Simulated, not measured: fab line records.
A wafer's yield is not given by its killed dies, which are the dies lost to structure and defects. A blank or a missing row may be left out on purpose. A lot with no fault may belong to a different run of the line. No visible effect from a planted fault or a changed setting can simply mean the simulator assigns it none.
Chamber matching + flow n5 finfet + N5_BEOL_M8_CURE_74 on uv cure-03 has 3 sister chambers
The step cures SiCOH lowk, time 240 s. 6 wafers are shown with their chamber, then 8 later ones without.

WAFERS, EACH WITH ITS CHAMBER
| wafer  | chamber | wafer_temp_C_max | lamp power pct (%) |
|--------|---------|------------------|--------------------|
| L078.4 | 2       | 386.3            | 52.32              |
| L083.5 | 0       | 387.4            | 52.31              |
| L083.6 | 0       | 387.7            | 52.23              |
| L086.2 | 1       | 386.3            | 52.29              |
| L086.4 | 1       | 386.6            | 52.24              |
| L091.2 | 2       | 386.5            | 52.39              |

WAFERS WITHOUT THEIR CHAMBER
| wafer  | wafer_temp_C_max | lamp power pct (%) |
|--------|------------------|--------------------|
| L091.3 | 386.1            | 52.30              |
| L091.5 | 386.2            | 52.31              |
| L092.1 | 387.2            | 52.28              |
| L092.4 | 387.4            | 52.29              |
| L092.5 | 387.0            | 52.35              |
| L097.1 | 386.9            | 52.33              |
| L097.4 | 387.0            | 52.22              |
| L097.5 | 388.0            | 52.36              |

EACH ONE'S CHAMBER
| wafer  | from the rows above          | in truth |
|--------|------------------------------|----------|
| L091.3 | can't be placed: 2 or 1      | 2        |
| L091.5 | can't be placed: 2 or 1      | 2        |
| L092.1 | 0                            | 0        |
| L092.4 | 0                            | 0        |
| L092.5 | can't be placed: 2 or 0 or 1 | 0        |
| L097.1 | can't be placed: 2 or 1 or 0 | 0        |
| L097.4 | can't be placed: 1 or 0 or 2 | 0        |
| L097.5 | 0                            | 0        |
3 of 8 placed correctly. Can't be placed from these rows: 5 (the true chamber is among the candidates in 5). Wrongly placed: 0.
How it was worked out, from the rows above alone: a wafer's distance from a chamber is the root of the sum, over the readings, of the square of ((its reading less the chamber's mean) divided by the reading's scatter). If the next closest chamber is less than 2 further off than the closest, the wafer can't be placed; otherwise it belongs to the closest. The mean given for a chamber averages the wafers shown for that chamber. The scatter: take each reading less its chamber's mean, square it, sum over the shown wafers, divide by the number of wafers less the number of chambers, and take the root.
